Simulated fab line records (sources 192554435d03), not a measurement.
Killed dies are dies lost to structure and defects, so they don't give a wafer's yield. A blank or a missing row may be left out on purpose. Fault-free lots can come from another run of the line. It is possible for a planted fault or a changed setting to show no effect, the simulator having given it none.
What tool caused it?    flow n5Finfet    24 lots with 72 wafers sampled at 5 steps, on a route of 1938 steps

WHAT EACH GAUGE READ, for each wafer
N5_SD_EPI_N_OVL_MEAS_10. Usual: SD_N_BLK_OVL 0.3 nm, standard deviation 0.8.
lot   measured     on          SD_N_BLK_OVL (nm)  flag
L074  day 2 23:28  overlay-01  0.7 -0.7 0.6       
L075  day 3 07:19  overlay-02  0.0 1.7 0.8        
L076  day 3 15:12  overlay-02  1.1 1.4 0.5        
L077  day 3 20:32  overlay-02  -0.7 0.2 -0.5      
L078  day 4 04:35  overlay-02  0.1 0.1 0.2        
L079  day 4 13:01  overlay-01  1.1 0.0 1.4        
L080  day 4 13:35  overlay-02  -0.3 0.0 0.4       
L081  day 4 18:44  overlay-01  0.2 0.4 -0.5       
L082  day 5 00:46  overlay-02  -0.9 -0.3 -0.3     
L083  day 5 07:16  overlay-02  0.0 0.1 -0.4       
L084  day 5 14:11  overlay-01  0.6 2.0 -0.1       
L085  day 5 19:12  overlay-02  0.4 -0.9 -1.0      
L086  day 6 02:50  overlay-02  0.8 0.0 1.3        
L087  day 6 11:20  overlay-02  1.5 0.3 0.2        
L088  day 6 14:01  overlay-01  1.0 1.4 1.2        
L089  day 6 19:42  overlay-01  0.2 0.7 0.0        
L090  day 7 01:09  overlay-01  -0.1 -0.3 -0.2     
L091  day 7 06:32  overlay-01  0.1 0.2 1.6        
L092  day 7 11:57  overlay-01  1.0 1.0 1.0        
L093  day 7 18:46  overlay-01  0.4 -0.7 0.6       
L094  day 8 00:35  overlay-02  0.6 -0.9 0.1       
L095  day 8 09:13  overlay-02  1.1 1.3 0.8        
L096  day 8 11:58  overlay-02  -1.5 -0.6 0.0      
L097  day 8 21:31  overlay-01  -0.8 0.6 0.1       

N5_SD_EPI_N_EPI_MEAS_23. Usual: 58.8 nm for thkNm, sd 1.3.
lot   measured     on            thkNm (nm)      flag
L074  day 3 03:05  filmMetro-02  58.9 58.9 58.5  
L075  day 3 10:53  filmMetro-01  57.6 58.4 57.3  
L076  day 3 18:40  filmMetro-02  57.5 57.5 58.2  
L077  day 4 00:18  filmMetro-02  57.7 58.9 58.3  
L078  day 4 08:47  filmMetro-01  61.8 60.3 61.7  
L079  day 4 16:31  filmMetro-02  57.7 58.8 57.2  
L080  day 4 17:11  filmMetro-02  56.6 58.5 58.1  
L081  day 4 22:44  filmMetro-01  57.8 57.1 57.9  
L082  day 5 04:13  filmMetro-01  59.3 59.9 58.4  
L083  day 5 10:43  filmMetro-02  56.4 58.8 57.0  
L084  day 5 17:38  filmMetro-02  60.2 58.5 58.1  
L085  day 5 22:38  filmMetro-01  57.9 58.5 56.9  
L086  day 6 06:17  filmMetro-02  59.6 57.7 57.9  
L087  day 6 14:49  filmMetro-02  58.4 58.7 59.9  
L088  day 6 17:30  filmMetro-01  58.7 59.4 58.5  
L089  day 6 23:11  filmMetro-01  58.4 58.1 57.6  
L090  day 7 04:37  filmMetro-02  58.9 60.2 59.7  
L091  day 7 10:20  filmMetro-01  59.5 59.7 61.3  
L092  day 7 15:24  filmMetro-02  58.3 59.5 58.2  
L093  day 7 22:12  filmMetro-02  59.1 59.8 60.2  
L094  day 8 04:02  filmMetro-02  59.3 59.3 59.2  
L095  day 8 12:46  filmMetro-02  60.2 59.1 60.2  
L096  day 8 15:41  filmMetro-02  58.5 58.5 59.5  
L097  day 9 01:13  filmMetro-02  58.7 60.4 58.6  

N5_SD_EPI_N_INSPECT_26: inspects for defects (darkfield). Usual: 215 for rawDefectCount, sd 45.
lot   measured     on                rawDefectCount  flag
L074  day 3 03:53  defectInspect-01  240 255 218     
L075  day 3 11:29  defectInspect-02  208 174 190     
L076  day 3 19:13  defectInspect-01  208 194 149     
L077  day 4 01:03  defectInspect-02  180 266 197     
L078  day 4 09:20  defectInspect-02  178 240 235     
L079  day 4 17:21  defectInspect-01  261 221 229     
L080  day 4 17:46  defectInspect-01  265 295 242     
L081  day 4 23:43  defectInspect-02  165 182 227     
L082  day 5 05:44  defectInspect-01  328 227 193     
L083  day 5 11:30  defectInspect-01  229 183 165     
L084  day 5 18:21  defectInspect-01  214 224 257     
L085  day 5 23:27  defectInspect-02  180 152 188     
L086  day 6 06:50  defectInspect-02  215 167 159     
L087  day 6 15:31  defectInspect-02  184 213 191     
L088  day 6 18:06  defectInspect-02  162 172 189     
L089  day 6 23:44  defectInspect-01  131 148 165     
L090  day 7 05:16  defectInspect-02  267 167 245     
L091  day 7 11:07  defectInspect-01  146 152 186     
L092  day 7 15:58  defectInspect-02  210 151 147     
L093  day 7 22:46  defectInspect-01  293 269 323     
L094  day 8 04:37  defectInspect-02  263 345 317     
L095  day 8 14:16  defectInspect-01  216 177 272     
L096  day 8 16:30  defectInspect-01  187 236 177     
L097  day 9 01:46  defectInspect-02  242 199 192     

WHICH TOOL RAN EACH LOT (tool, then ch and the chambers of the sampled wafers, then the start)
lot   N5_SPACER0_ALD_07                N5_SD_EPI_N_ETCH_34
L074  aldSin-02 ch 1,3, day 2 22:28    rieDiel-02 ch 0,1,3, day 2 23:40
L075  aldSin-01 ch 0,1, day 3 06:19    rieDiel-04 ch 2,3, day 3 07:29
L076  aldSin-03 ch 0,2,3, day 3 14:13  rieDiel-02 ch 0,1,2, day 3 15:18
L077  aldSin-03 ch 2,3, day 3 19:40    rieDiel-04 ch 0,3, day 3 20:43
L078  aldSin-03 ch 0,2,3, day 4 03:35  rieDiel-04 ch 0,1,3, day 4 04:41
L079  aldSin-02 ch 0,1,2, day 4 12:01  rieDiel-02 ch 1,2,3, day 4 13:10
L080  aldSin-03 ch 0,2, day 4 12:35    rieDiel-01 ch 0,1,3, day 4 13:47
L081  aldSin-03 ch 2,3, day 4 17:44    rieDiel-02 ch 1,2,3, day 4 18:49
L082  aldSin-01 ch 1,2,3, day 4 23:46  rieDiel-02 ch 0,3, day 5 00:52
L083  aldSin-01 ch 1,2,3, day 5 06:16  rieDiel-02 ch 1,2, day 5 07:22
L084  aldSin-01 ch 2,3, day 5 13:12    rieDiel-04 ch 0,1,2, day 5 14:17
L085  aldSin-01 ch 0,3, day 5 18:12    rieDiel-02 ch 0,1,3, day 5 19:17
L086  aldSin-03 ch 2,3, day 6 01:58    rieDiel-04 ch 1,3, day 6 02:56
L087  aldSin-01 ch 0,2, day 6 10:20    rieDiel-02 ch 0,3, day 6 11:26
L088  aldSin-03 ch 0,3, day 6 13:02    rieDiel-01 ch 0,1, day 6 14:07
L089  aldSin-03 ch 0,1,3, day 6 18:42  rieDiel-01 ch 0,1,3, day 6 19:47
L090  aldSin-03 ch 0,1,2, day 7 00:09  rieDiel-02 ch 1,2,3, day 7 01:14
L091  aldSin-01 ch 0,2,3, day 7 05:32  rieDiel-04 ch 1,2,3, day 7 06:58
L092  aldSin-02 ch 0,1,2, day 7 11:05  rieDiel-04 ch 0,2,3, day 7 12:02
L093  aldSin-01 ch 1,2,3, day 7 17:53  rieDiel-01 ch 1,2, day 7 18:51
L094  aldSin-01 ch 1,3, day 7 23:35    rieDiel-04 ch 0,2,3, day 8 00:40
L095  aldSin-01 ch 0,1, day 8 08:13    rieDiel-01 ch 0,3, day 8 09:18
L096  aldSin-01 ch 0,2,3, day 8 10:58  rieDiel-02 ch 0,1,2, day 8 12:20
L097  aldSin-01 ch 0,1,3, day 8 20:38  rieDiel-01 ch 0,1, day 8 21:50
- N5_SPACER0_ALD_07: deposits SiNx, target thk 2 nm.
- N5_SD_EPI_N_ETCH_34: etches SiARC in CF4, target depth 45.5 nm, time 75.8 s.

WHAT THE TOOLS THEMSELVES READ (means of the sampled wafers that have a number; where no wafer has one, the mark that the record gives instead)
N5_SPACER0_ALD_07. Usual: 842 W for heaterPowerW, sd 52.
lot   tool       heaterPowerW (W)  flag
L074  aldSin-02  901               
L075  aldSin-01  847               
L076  aldSin-03  828               
L077  aldSin-03  867               
L078  aldSin-03  828               
L079  aldSin-02  808               
L080  aldSin-03  795               
L081  aldSin-03  867               
L082  aldSin-01  816               
L083  aldSin-01  818               
L084  aldSin-01  809               
L085  aldSin-01  853               
L086  aldSin-03  883               
L087  aldSin-01  853               
L088  aldSin-03  842               
L089  aldSin-03  863               
L090  aldSin-03  842               
L091  aldSin-01  844               
L092  aldSin-02  791               
L093  aldSin-01  833               
L094  aldSin-01  825               
L095  aldSin-01  880               
L096  aldSin-01  845               
L097  aldSin-01  834               

N5_SD_EPI_N_ETCH_34. Usual: drypumpMotorCurrentA 5.8 A, standard deviation 0.55; etchRfOnTimeS 75.6 s, standard deviation 1.7; oesProductAu 0.67 a.u., standard deviation 0.052; rfVppV 184.1 V, standard deviation 1.1; showerheadPlenumPTorr 2.14 Torr, standard deviation 0.057; throttleValvePct 15.69 %, standard deviation 0.26.
lot   tool        drypumpMotorCurrentA (A)  etchRfOnTimeS (s)  oesProductAu (a.u.)  rfVppV (V)  showerheadPlenumPTorr (Torr)  throttleValvePct (%)  flag
L074  rieDiel-02  5.7                       75.2               0.65                 184.2       2.17                          15.88                 
L075  rieDiel-04  5.9                       73.8               0.78                 182.9       2.09                          15.39                 
L076  rieDiel-02  6.0                       75.8               0.65                 184.7       2.20                          15.72                 
L077  rieDiel-04  5.8                       75.8               0.66                 182.0       2.06                          15.80                 
L078  rieDiel-04  6.0                       76.9               0.64                 184.3       2.08                          15.87                 
L079  rieDiel-02  5.8                       73.5               0.65                 184.5       2.17                          15.78                 
L080  rieDiel-01  5.6                       75.2               0.76                 183.6       2.18                          15.33                 
L081  rieDiel-02  5.8                       74.7               0.65                 185.0       2.17                          15.78                 
L082  rieDiel-02  5.4                       76.3               0.63                 184.6       2.19                          15.94                 
L083  rieDiel-02  6.1                       73.8               0.66                 184.4       2.19                          15.63                 
L084  rieDiel-04  6.3                       75.6               0.67                 184.2       2.09                          15.73                 
L085  rieDiel-02  5.8                       75.3               0.64                 184.2       2.16                          15.93                 
L086  rieDiel-04  5.5                       76.3               0.64                 183.7       2.09                          15.84                 
L087  rieDiel-02  5.4                       76.7               0.62                 184.7       2.18                          15.96                 
L088  rieDiel-01  5.4                       76.4               0.74                 184.7       2.18                          15.50                 
L089  rieDiel-01  5.7                       76.1               0.73                 185.1       2.17                          15.36                 
L090  rieDiel-02  5.8                       74.7               0.64                 184.6       2.16                          15.82                 
L091  rieDiel-04  5.8                       75.6               0.68                 184.2       2.09                          15.70                 
L092  rieDiel-04  6.1                       75.1               0.67                 183.5       2.06                          15.68                 
L093  rieDiel-01  5.4                       76.5               0.69                 183.4       2.14                          15.50                 
L094  rieDiel-04  6.1                       75.3               0.67                 183.5       2.06                          15.69                 
L095  rieDiel-01  5.9                       77.9               0.70                 184.3       2.17                          15.27                 
L096  rieDiel-02  6.0                       75.8               0.62                 184.9       2.18                          15.81                 
L097  rieDiel-01  5.4                       76.9               0.70                 183.9       2.17                          15.52                 

THE ANSWER, worked out from the rows above alone
Rule: a lot is off if the mean of its wafers that have a number lies more than 3 standard deviations from the usual mean. A lot without any number at a reading at which 4 lots or more have one is off too. The other lots that the step has rows for count as sound. First the gauges in route order, then the tools' own readings, where a lot's mean is used as printed above. The first step at which some lot is off is used, and at that step the reading that is off furthest; a lot without a number counts as furthest.
Across all readings shown, no lot is off: no conclusion can be drawn from this.

WHAT HAD BEEN PUT IN BY THE SIMULATOR
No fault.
